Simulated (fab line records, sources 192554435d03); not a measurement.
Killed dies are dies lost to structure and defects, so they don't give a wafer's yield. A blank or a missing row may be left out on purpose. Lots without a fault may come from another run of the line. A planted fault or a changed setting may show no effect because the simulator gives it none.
Chamber matching | flow n5_finfet | N5_HKMG_FIN_ETCH_58 on rie_diel-02: 4 sister chambers
The step etches SOC in N2/H2, target depth 215.8 nm, time 741 s. 22 wafers are shown with their chamber, then 11 later ones without.

WAFERS WITH THEIR CHAMBER
wafer  | chamber | drypump_motor_current_A (A) | showerhead_plenum_p_Torr (Torr) | throttle_valve_pct (%)
L076.2 | 1       | 6.5                         | 2.64                            | 17.91
L076.4 | 3       | 5.9                         | 2.46                            | 17.53
L076.5 | 3       | 5.9                         | 2.46                            | 17.53
L081.1 | 1       | 6.5                         | 2.64                            | 17.94
L081.2 | 2       | 6.1                         | 2.68                            | 17.61
L081.3 | 0       | 5.5                         | 2.40                            | 17.82
L082.1 | 3       | 5.9                         | 2.45                            | 17.55
L082.3 | 1       | 6.5                         | 2.64                            | 17.94
L082.5 | 1       | 6.5                         | 2.64                            | 17.95
L085.2 | 3       | 5.8                         | 2.45                            | 17.55
L085.5 | 3       | 5.9                         | 2.45                            | 17.56
L085.6 | 2       | 6.1                         | 2.67                            | 17.62
L087.1 | 0       | 5.5                         | 2.40                            | 17.87
L087.4 | 2       | 6.1                         | 2.67                            | 17.64
L087.5 | 0       | 5.5                         | 2.40                            | 17.87
L088.2 | 0       | 5.5                         | 2.40                            | 17.87
L088.3 | 2       | 6.1                         | 2.67                            | 17.63
L088.5 | 1       | 6.5                         | 2.63                            | 17.97
L091.3 | 3       | 5.9                         | 2.44                            | 17.59
L091.4 | 1       | 6.5                         | 2.63                            | 17.97
L091.6 | 3       | 5.8                         | 2.44                            | 17.58
L092.4 | 2       | 6.1                         | 2.66                            | 17.63

SIGNATURES (means of the wafers above)
reading                  | chamber 0 | chamber 1 | chamber 2 | chamber 3 | scatter within a chamber
drypump_motor_current_A  | 5.500     | 6.500     | 6.100     | 5.871     | 0.0282
showerhead_plenum_p_Torr | 2.4000    | 2.6367    | 2.6700    | 2.4500    | 0.00638
throttle_valve_pct       | 17.8575   | 17.9467   | 17.6260   | 17.5557   | 0.0212
Rule: a wafer's distance from a chamber is the root of the sum, over the readings, of the square of ((its reading less the chamber's mean) divided by the reading's scatter). The wafer belongs to the nearest chamber; if the next one is less than 2 further off, it can't be placed. The scatter: the root of (the sum of the squares of (reading less its chamber's mean) over the shown wafers, divided by (wafers less chambers)).

WAFERS WITHOUT THEIR CHAMBER
wafer  | drypump_motor_current_A (A) | showerhead_plenum_p_Torr (Torr) | throttle_valve_pct (%)
L092.5 | 5.9                         | 2.44                            | 17.59
L092.6 | 6.5                         | 2.63                            | 17.98
L093.1 | 6.1                         | 2.66                            | 17.65
L093.4 | 5.5                         | 2.72                            | 17.47
L093.6 | 6.1                         | 2.66                            | 17.64
L095.1 | 6.1                         | 2.66                            | 17.66
L095.2 | 5.5                         | 2.71                            | 17.47
L095.3 | 6.1                         | 2.66                            | 17.67
L096.1 | 6.5                         | 2.62                            | 18.00
L096.3 | 5.5                         | 2.71                            | 17.46
L096.4 | 5.5                         | 2.71                            | 17.45

WHICH CHAMBER EACH WENT THROUGH
wafer  | from the rows above | in truth
L092.5 | 3                   | 3
L092.6 | 1                   | 1
L093.1 | 2                   | 2
L093.4 | 2                   | 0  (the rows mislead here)
L093.6 | 2                   | 2
L095.1 | 2                   | 2
L095.2 | 2                   | 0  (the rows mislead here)
L095.3 | 2                   | 2
L096.1 | 1                   | 1
L096.3 | 2                   | 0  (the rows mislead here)
L096.4 | 2                   | 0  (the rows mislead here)
Placed correctly: 7 of 11. Can't be placed from these rows: 0. Placed wrongly: 4.
